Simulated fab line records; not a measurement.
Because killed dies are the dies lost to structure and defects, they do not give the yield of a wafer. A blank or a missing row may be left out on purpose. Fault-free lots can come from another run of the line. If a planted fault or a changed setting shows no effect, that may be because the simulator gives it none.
fab line records	flow n5_finfet	part 2 of 2: steps 5 to 6 of 6
[record] lots = 17	wafers = 51	last_day = 17
route steps=1938 shown MOL_CONTACT_COAG@578 BEOL_M0_SAQP@659
lots with no fault: from the same line, run without faults
start_h: hours from the record's first day to the start of the lot's first wafer shown	wait_h: time in hours since the lot's previous step	" same as the row above	L1.1+2: a row that stands for several wafers	- value missing, or start not given	* or withheld: withheld	< > ~ a bound
route shown NAME@n: a module of which the file shows steps, and the number in the route of the first	usual: mean and standard deviation over wafers with no fault	same: alike in all rows	chamber/n: place in a boat	sites: each site's reading	_std_site: the standard deviation of these	_edge_site: outer sites' mean less inner sites'	radius_mm: how far each site lies from the wafer's centre	mask NAME#n: copy n	behind: the most recent tool/chamber to have shaped the wafer	hold: the reason the lot was held/the length of the hold in hours/how it ended	device: transistor that didn't switch, given as n, p or np	end of line: tests run on the same wafers once the route is complete	a step given without rows: its recipe and nothing more	killed: dies that structure and defects cost at the first sort, which is not the same as the wafer's yield	map: a wafer's dies, x killed, . not, _ none there
set.NAME: the setting that was run; set.NAME@STEP: the one run at that earlier step	model.NAME: the simulator's own value behind a step, which no gauge read
route steps across a sampled set of lots; one table per step, one row per wafer
services: from which hour (start_h, from the record's first day; less than 0 if before it) a tool's chamber was out of use, for how many hours, and why
[[steps]]
[step N5_BEOL_M0_SAQP_STRIP_86]
[recipe] chemistry = N2/H2	power_w = 500	temp_c = 40	pressure_mtorr = 50	rf_frequency_hz = 6e+07	overash_fraction = 0.3	bias_power_w = 28	h2_frac = 0.5	n2_flow_sccm = 300	h2_flow_sccm = 300
[usual] chamber_pressure_mTorr = 50.01/0.086	drypump_motor_current_A = 5.8/0.42	n2_flow_sccm = 300.1/0.93	oes_product_au = 0.76/0.081	rf_vpp_V = 122.0/1.3	showerhead_plenum_p_Torr = 3.39/0.097	throttle_valve_pct = 19.2/0.6
lot.wafer	tool	chamber	start_h	wait_h	chamber_pressure_mTorr	drypump_motor_current_A	n2_flow_sccm	oes_product_au	rf_hours_counter_h	rf_vpp_V	showerhead_plenum_p_Torr	throttle_valve_pct
L075.1	rie_diel-02	2	114.38	0.1	49.91	6.0	300.3	0.76	155	122.6	3.50	19.5
L075.3	"	0	"	"	49.93	5.9	300.6	0.70	222	123.0	3.48	19.3
L075.5	"	1	"	"	49.91	5.7	300.5	0.73	-	120.8	3.21	19.5
L076.1	rie_diel-03	1	119.24	0.1	49.83	5.7	299.2	0.75	156	122.4	3.34	19.2
L076.3	"	0	"	"	49.93	6.1	300.0	0.77	144	123.5	3.48	18.4
L076.5	"	2	"	"	50.00	6.4	298.7	0.75	-	120.5	3.33	18.4
L077.1	rie_diel-03	1	126.83	0.1	50.09	5.7	299.3	0.74	158	120.8	3.34	19.2
L077.3	"	0	"	"	49.94	6.1	300.2	0.77	146	123.0	3.48	18.4
L077.6	"	1	"	"	50.08	5.7	300.4	0.74	-	121.0	3.34	19.2
L078.1	rie_diel-01	3	136.10	0.1	50.02	6.4	301.4	0.68	228	121.1	3.31	18.6
L078.3	"	2	"	"	49.92	5.4	299.0	0.86	49	121.3	3.43	20.3
L078.6	"	2	"	"	50.03	5.4	299.7	0.88	-	121.6	3.43	20.3
L079.1	rie_diel-01	2	138.91	0.1	49.96	5.5	301.7	0.88	51	121.5	3.43	20.3
L079.3	"	1	"	"	49.96	5.6	299.4	0.66	236	123.2	3.31	19.3
L079.6	"	1	"	"	50.02	5.7	300.2	0.67	-	120.0	3.31	19.3
L081.2	rie_diel-03	3	150.98	0.1	50.14	6.6	298.5	0.91	25	124.4	3.55	18.7
L081.3	"	0	"	"	50.03	6.1	301.4	0.75	153	123.3	3.48	18.4
L081.5	"	1	"	"	49.93	5.7	298.8	0.73	-	124.7	3.34	19.2
L082.1	rie_diel-01	0	158.87	0.1	50.01	5.1	299.1	0.75	168	124.2	3.49	19.0
L082.2	"	1	"	"	50.01	5.6	297.9	0.67	241	122.4	3.31	19.4
L082.3	"	3	"	"	50.08	6.4	299.8	0.68	236	124.8	3.31	18.7
L084.2	rie_diel-02	0	166.93	0.2	49.95	6.0	299.6	0.68	240	122.0	3.47	19.4
L084.3	"	3	"	"	50.20	5.8	299.7	0.71	205	122.2	3.32	20.0
L084.5	"	0	"	"	50.10	6.0	301.0	0.69	-	122.0	3.47	19.4
L085.3	rie_diel-02	3	174.84	0.1	50.03	5.7	301.2	0.69	208	121.2	3.31	20.0
L085.4	"	0	"	"	50.09	5.9	299.0	0.69	242	123.3	3.47	19.3
L085.6	"	1	"	"	49.96	5.7	301.8	0.72	-	122.0	3.20	19.6
L086.1	rie_diel-03	2	178.36	0.2	50.11	6.4	301.4	0.74	167	121.8	3.33	18.5
L086.3	"	0	"	"	50.10	6.1	301.1	0.75	161	123.3	3.47	18.4
L086.4	"	1	"	"	50.00	5.7	299.9	0.73	171	122.4	3.33	19.2
L087.1	rie_diel-03	2	184.46	0.2	49.93	6.4	299.5	0.74	169	121.7	3.32	18.5
L087.3	"	3	"	"	49.96	6.6	299.4	0.88	36	124.2	3.55	18.7
L087.6	"	0	"	"	49.85	6.1	299.8	0.75	-	118.7	3.47	18.4
L088.1	rie_diel-01	0	191.43	0.1	49.96	5.1	300.0	0.73	178	122.0	3.48	19.0
L088.3	"	3	"	"	49.95	6.4	299.3	0.67	246	124.8	3.30	18.7
L088.5	"	3	"	"	49.84	6.4	299.7	0.68	-	122.4	3.30	18.6
L089.4	rie_diel-01	0	197.59	0.1	49.97	5.1	300.2	0.74	-	124.2	3.48	19.0
L089.5	"	2	"	"	50.10	5.4	300.0	0.85	-	123.4	3.42	20.3
L089.6	"	3	"	"	49.98	6.4	300.8	0.67	-	121.9	3.30	18.7
L090.1	rie_diel-03	2	204.21	0.1	49.98	6.4	300.4	0.72	174	122.3	3.32	18.5
L090.2	"	0	"	"	50.10	6.1	298.3	0.74	167	121.5	3.47	18.5
L090.5	"	2	"	"	49.80	6.4	299.8	0.72	-	121.7	3.32	18.4
L094.1	rie_diel-01	1	237.15	0.1	49.97	5.7	300.8	0.93	10	121.3	3.30	19.0
L094.4	"	2	"	"	50.04	5.5	300.5	0.83	-	123.0	3.41	20.3
L094.6	"	0	"	"	50.00	5.1	297.9	0.72	-	121.2	3.47	19.0
L095.1	rie_diel-01	1	237.30	0.1	50.19	5.6	300.7	0.93	10	121.1	3.30	19.0
L095.3	"	2	"	"	50.17	5.4	299.0	0.83	86	122.5	3.41	20.3
L095.4	"	2	"	"	50.08	5.4	300.0	0.83	-	121.6	3.41	20.3
L096.1	rie_diel-01	1	242.81	0.1	50.07	5.7	300.6	0.92	13	122.5	3.30	19.0
L096.3	"	2	"	"	49.93	5.4	299.3	0.81	89	122.0	3.41	20.3
L096.4	"	2	"	"	50.02	5.4	299.5	0.81	-	121.5	3.41	20.4
[step N5_BEOL_M0_SAQP_STRIP_75]
[recipe] chemistry = CF4	resist = SiARC	power_w = 300	bias_power_w = 75	pressure_mtorr = 50	cf4_flow_sccm = 150	rf_frequency_hz = 6e+07
[usual] cf4_flow_sccm = 150.0/0.47	chamber_pressure_mTorr = 50.01/0.047	drypump_motor_current_A = 5.9/0.37	oes_product_au = 0.176/0.019	rf_fwd_power_W = 294.4/1.5	rf_vpp_V = 271.6/1.5	showerhead_plenum_p_Torr = 1.81/0.049	throttle_valve_pct = 13.67/0.28
lot.wafer	tool	chamber	start_h	wait_h	cf4_flow_sccm	chamber_pressure_mTorr	drypump_motor_current_A	oes_product_au	rf_fwd_power_W	rf_hours_counter_h	rf_vpp_V	showerhead_plenum_p_Torr	throttle_valve_pct
L075.1	rie_diel-03	3	119.38	0.1	149.6	50.02	6.5	0.215	296.4	16	272.9	1.89	13.24
L075.3	"	2	"	"	149.2	50.02	6.3	0.171	293.0	150	272.0	1.81	13.64
L075.5	"	0	"	"	150.2	50.02	6.1	0.181	296.1	-	272.3	1.87	13.48
L076.1	rie_diel-03	0	124.56	0.1	150.1	50.11	6.1	0.177	296.2	145	274.3	1.87	13.50
L076.3	"	1	"	"	149.4	49.96	5.7	0.171	292.2	158	271.8	1.79	13.84
L076.5	"	3	"	"	149.2	50.01	6.6	0.214	296.4	-	274.3	1.89	13.23
L077.1	rie_diel-03	0	131.50	0.1	148.3	50.02	6.1	0.178	296.4	147	273.1	1.87	13.49
L077.3	"	2	"	"	150.0	50.05	6.4	0.173	293.3	152	271.1	1.81	13.63
L077.6	"	3	"	"	149.7	50.05	6.6	0.225	295.7	-	273.2	1.89	13.24
L078.1	rie_diel-02	1	141.40	0.1	150.0	50.03	5.7	0.167	294.9	177	269.1	1.74	13.97
L078.3	"	0	"	"	149.9	50.00	5.9	0.164	294.9	231	271.9	1.81	13.68
L078.6	"	0	"	"	149.9	49.99	6.0	0.159	295.1	-	272.1	1.81	13.69
L079.1	rie_diel-02	3	144.17	0.1	151.1	50.03	5.8	0.155	296.8	197	271.0	1.77	13.97
L079.3	"	0	"	"	150.4	49.97	5.9	0.163	293.0	232	272.9	1.81	13.70
L079.6	"	3	"	"	151.0	49.96	5.7	0.164	295.3	-	271.4	1.77	13.98
L081.2	rie_diel-03	2	156.82	0.1	149.1	49.97	6.4	0.172	292.5	160	270.9	1.81	13.67
L081.3	"	1	"	"	150.4	50.00	5.7	0.170	293.6	165	271.8	1.79	13.85
L081.5	"	2	"	"	150.5	50.07	6.4	0.168	294.0	-	270.5	1.81	13.66
L082.1	rie_diel-01	1	165.33	0.1	150.1	49.99	5.7	0.154	296.4	244	270.5	1.75	13.52
L082.2	"	0	"	"	149.6	50.00	5.1	0.167	292.4	171	273.2	1.87	13.59
L082.3	"	3	"	"	150.4	49.99	6.4	0.158	293.0	239	270.8	1.77	13.77
L084.2	rie_diel-02	0	172.05	0.1	149.8	49.94	5.9	0.158	294.9	241	271.3	1.81	13.73
L084.3	"	2	"	"	150.8	49.98	6.0	0.167	293.6	174	273.0	1.86	13.71
L084.5	"	0	"	"	149.8	50.00	5.9	0.163	295.9	-	273.4	1.81	13.71
L085.3	rie_diel-03	0	179.54	0.1	150.2	50.04	6.1	0.179	294.8	161	272.8	1.86	13.52
L085.4	"	2	"	"	149.8	49.96	6.4	0.175	291.8	167	268.8	1.80	13.69
L085.6	"	3	"	"	149.6	49.99	6.6	0.205	297.0	-	273.1	1.88	13.28
L086.1	rie_diel-02	0	186.01	0.1	150.4	49.95	5.9	0.152	293.7	246	271.0	1.81	13.71
L086.3	"	2	"	"	150.0	49.97	6.0	0.173	295.9	179	272.2	1.86	13.73
L086.4	"	1	"	"	150.4	50.04	5.7	0.166	294.0	193	269.0	1.74	14.03
L087.1	rie_diel-03	1	192.00	0.1	150.4	49.92	5.7	0.167	291.5	174	272.4	1.79	13.87
L087.3	"	0	"	"	150.0	50.03	6.1	0.173	295.3	164	272.2	1.86	13.53
L087.6	"	2	"	"	150.2	50.04	6.4	0.169	292.9	-	270.3	1.80	13.66
L088.1	rie_diel-02	2	196.62	0.1	150.9	50.06	6.0	0.176	295.5	182	272.5	1.86	13.73
L088.3	"	3	"	"	150.1	50.04	5.7	0.160	296.7	215	269.7	1.76	14.02
L088.5	"	3	"	"	150.3	50.01	5.8	0.157	295.1	-	271.4	1.76	14.01
L089.4	rie_diel-03	2	203.81	0.1	150.0	50.05	6.4	0.170	292.4	173	270.8	1.80	13.71
L089.5	"	0	"	"	149.5	49.92	6.1	0.171	295.4	-	272.5	1.86	13.54
L089.6	"	3	"	"	149.5	49.95	6.5	0.208	295.2	-	273.5	1.88	13.31
L090.1	rie_diel-02	1	209.52	0.1	150.7	49.92	5.7	0.167	295.6	200	270.2	1.74	14.03
L090.2	"	3	"	"	149.4	49.99	5.7	0.161	295.8	220	270.3	1.76	14.03
L090.5	"	2	"	"	149.5	50.10	6.0	0.167	294.6	-	272.6	1.86	13.74
L094.1	rie_diel-03	3	243.63	0.1	150.4	50.08	6.6	0.208	294.9	51	272.6	1.88	13.30
L094.4	"	1	"	"	150.3	49.98	5.7	0.164	292.3	188	270.6	1.78	13.91
L094.6	"	2	"	"	150.4	50.02	6.4	0.165	292.2	-	271.9	1.80	13.70
L095.1	rie_diel-02	0	243.94	0.1	150.0	49.86	5.9	0.215	293.1	7	270.5	1.81	13.13
L095.3	"	2	"	"	150.2	50.02	6.0	0.168	293.7	198	272.6	1.86	13.77
L095.4	"	3	"	"	151.4	50.01	5.8	0.159	294.6	229	270.5	1.76	14.04
L096.1	rie_diel-01	1	247.71	0.1	149.8	49.97	5.7	0.216	295.9	14	270.8	1.74	13.00
L096.3	"	0	"	"	149.9	50.03	5.1	0.166	293.6	201	273.0	1.86	13.67
L096.4	"	1	"	"	149.8	49.97	5.7	0.213	295.1	-	270.6	1.74	12.99
[[services]]
tool	chamber	start_h	hours	kind
rie_diel-04	0	138.65	5.3	repair
rie_diel-01	0	140.58	7.1	repair
rie_diel-01	-	143.86	3.3	repair
rie_diel-06	0	147.08	5.7	repair
rie_diel-03	1	147.36	3.3	repair
rie_diel-04	2	159.67	-	clean
rie_diel-04	2	159.67	-	consumable_replace:focus_ring
rie_diel-04	2	159.67	21.8	scheduled_down
rie_diel-04	2	159.67	21.8	vent_cycle
rie_diel-03	-	160.73	0.5	repair
rie_diel-06	0	197.25	-	clean
rie_diel-06	0	197.25	-	consumable_replace:focus_ring
rie_diel-06	0	197.25	35.3	scheduled_down
rie_diel-06	0	197.25	35.3	vent_cycle
rie_diel-03	-	198.08	1.1	repair
rie_diel-03	-	199.54	2.6	repair
rie_diel-01	3	213.02	48.6	repair
rie_diel-04	1	214.39	-	clean
rie_diel-04	1	214.39	-	consumable_replace:focus_ring
rie_diel-04	1	214.39	16.8	scheduled_down
rie_diel-04	1	214.39	16.8	vent_cycle
rie_diel-03	0	216.61	2.9	repair
rie_diel-04	1	235.62	8.8	repair
rie_diel-05	3	239.05	115.1	repair
